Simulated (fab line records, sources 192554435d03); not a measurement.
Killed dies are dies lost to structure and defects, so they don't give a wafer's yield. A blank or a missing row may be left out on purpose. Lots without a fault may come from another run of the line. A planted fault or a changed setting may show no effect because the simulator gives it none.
One fault seen from 2 desks | flow n5_finfet | each desk has only its own numbers; what lay behind them comes last

THE TOOL OWNER'S DESK: litho_track-01
The tool's own readings at N5_BEOL_M0_SAQP_COAT_105 (time 60 s, resist thk 100 nm): means of the sampled wafers that have a number, for each lot that ran on this tool. A lot is out of limits, marked OUT, if its mean lies more than 4 standard deviations from the usual mean; the brackets give that distance.
Columns: A = plate_temp_C at N5_BEOL_M0_SAQP_COAT_105, usual 250.03 C; B = spin_speed_rpm at N5_BEOL_M0_SAQP_COAT_105, usual 1500.0 rpm
lot  | first seen here | A      | B
L106 | day 7 11:10     | 249.99 | 1499.5
L107 | day 7 21:12     | 250.17 | 1371.7 (-99 or more) OUT
L108 | day 8 01:58     | 249.97 | 1372.8 (-99 or more) OUT
L109 | day 8 07:32     | 250.03 | 1373.1 (-99 or more) OUT
This desk's finding: out of limits on L107, L108, L109; first on L107, day 7 21:12 (spin_speed_rpm at N5_BEOL_M0_SAQP_COAT_105). In limits: L106.

THE METROLOGY DESK
What the gauges read, lot by lot, whatever tool the lot ran on: means of the sampled wafers that have a number. A lot is out of limits, marked OUT, if its mean lies more than 4 standard deviations from the usual mean; the brackets give that distance. Of its 11 readings 7 are shown: those that lie furthest out on some lot.
Columns: A = DIBL_N at N5_BEOL_M4_RC_MEAS_101, usual 35.8 mV/V; B = ION_N at N5_BEOL_M4_RC_MEAS_101, usual 667 uA/um; C = ION_P at N5_BEOL_M4_RC_MEAS_101, usual 456 uA/um; D = SS_N at N5_BEOL_M4_RC_MEAS_101, usual 71.4 mV/dec; E = SS_P at N5_BEOL_M4_RC_MEAS_101, usual 73.1 mV/dec; F = VT_N at N5_BEOL_M4_RC_MEAS_101, usual 251 mV; G = VT_P at N5_BEOL_M4_RC_MEAS_101, usual -252 mV
lot  | first seen here | A    | B   | C   | D    | E    | F   | G
L106 | day 7 10:25     | 33.5 | 673 | 463 | 70.8 | 72.3 | 250 | -250
L107 | day 7 20:34     | 34.6 | 659 | 458 | 70.9 | 73.4 | 255 | -249
L108 | day 8 01:19     | 34.7 | 676 | 467 | 71.5 | 73.3 | 248 | -248
L109 | day 8 06:53     | 35.2 | 675 | 460 | 70.7 | 72.9 | 250 | -252
L115 | day 9 17:20     | 35.7 | 650 | 449 | 71.6 | 73.0 | 251 | -251
L118 | day 10 10:44    | 36.7 | 663 | 459 | 72.3 | 73.2 | 250 | -247
L119 | day 10 18:26    | 34.8 | 658 | 446 | 71.6 | 72.6 | 251 | -255
This desk's finding: nothing out of limits on any of the 7 lots.

PUT TOGETHER
The tool owner's desk could have raised an alarm at day 7 21:12, on L107, L108, L109.
The metrology desk saw nothing out of limits.
The metrology desk has L107, L108, L109 on record, within its limits.
Of the lots named, all ran N5_BEOL_M0_SAQP_COAT_105 on litho_track-01.

WHAT THE SIMULATOR HAD PUT IN
Process parameter drift: litho_track-01, from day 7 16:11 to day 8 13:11, at N5_BEOL_M0_SAQP_COAT_105. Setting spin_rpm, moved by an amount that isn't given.
Lots struck among those shown: L107, L108, L109.
Hours from the fault's start to each desk's first reading out of limits: the tool owner's desk, 5.
